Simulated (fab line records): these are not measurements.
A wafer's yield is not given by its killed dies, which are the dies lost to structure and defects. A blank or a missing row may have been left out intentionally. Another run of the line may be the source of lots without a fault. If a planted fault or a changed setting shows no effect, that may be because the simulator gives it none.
Matching of chambers :: flow n5Finfet :: aldMetal-03 running N5_BEOL_M6_ALD_77: 4 sister chambers
The step deposits TaN, target thk 2 nm, pulse time 2 s, purge time 3 s. 4 wafers are shown with their chamber, then 10 later ones without.

WAFERS PAIRED WITH THEIR CHAMBERS
wafer: L092.4
chamber: 1
heaterPowerW (W): 388

wafer: L092.6
chamber: 0
heaterPowerW (W): 358

wafer: L093.1
chamber: 2
heaterPowerW (W): 441

wafer: L093.4
chamber: 3
heaterPowerW (W): 540

WAFERS WHOSE CHAMBER IS MISSING
wafer: L093.5
heaterPowerW (W): 390

wafer: L096.1
heaterPowerW (W): 440

wafer: L096.2
heaterPowerW (W): 526

wafer: L096.3
heaterPowerW (W): 395

wafer: L096.4
heaterPowerW (W): 367

wafer: L096.5
heaterPowerW (W): 533

wafer: L096.6
heaterPowerW (W): 438

wafer: L097.1
heaterPowerW (W): 400

wafer: L097.3
heaterPowerW (W): 438

wafer: L097.5
heaterPowerW (W): 548

WHICH CHAMBER EACH ONE RAN IN
wafer: L093.5
from the rows above: 1
in truth: 1

wafer: L096.1
from the rows above: 2
in truth: 2

wafer: L096.2
from the rows above: 3
in truth: 3

wafer: L096.3
from the rows above: 1
in truth: 1

wafer: L096.4
from the rows above: can't be placed: 0 or 1
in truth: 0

wafer: L096.5
from the rows above: 3
in truth: 3

wafer: L096.6
from the rows above: 2
in truth: 2

wafer: L097.1
from the rows above: 1
in truth: 1

wafer: L097.3
from the rows above: 2
in truth: 2

wafer: L097.5
from the rows above: 3
in truth: 3
Correctly placed: 9 of 10. Not placeable from these rows: 1 (in 1, the candidates include the true chamber). Number placed wrongly: 0.
How it was worked out, from the rows above alone: a wafer's distance from a chamber is the root of the sum, over the readings, of the square of ((its reading less the chamber's mean) divided by the reading's scatter). If the next closest chamber is less than 2 further off than the closest, the wafer can't be placed; otherwise it belongs to the closest. The mean given for a chamber averages the wafers shown for that chamber. The scatter: with one shown wafer a chamber, the root of the mean of the squares of how far each hidden wafer lies from its nearest shown one.
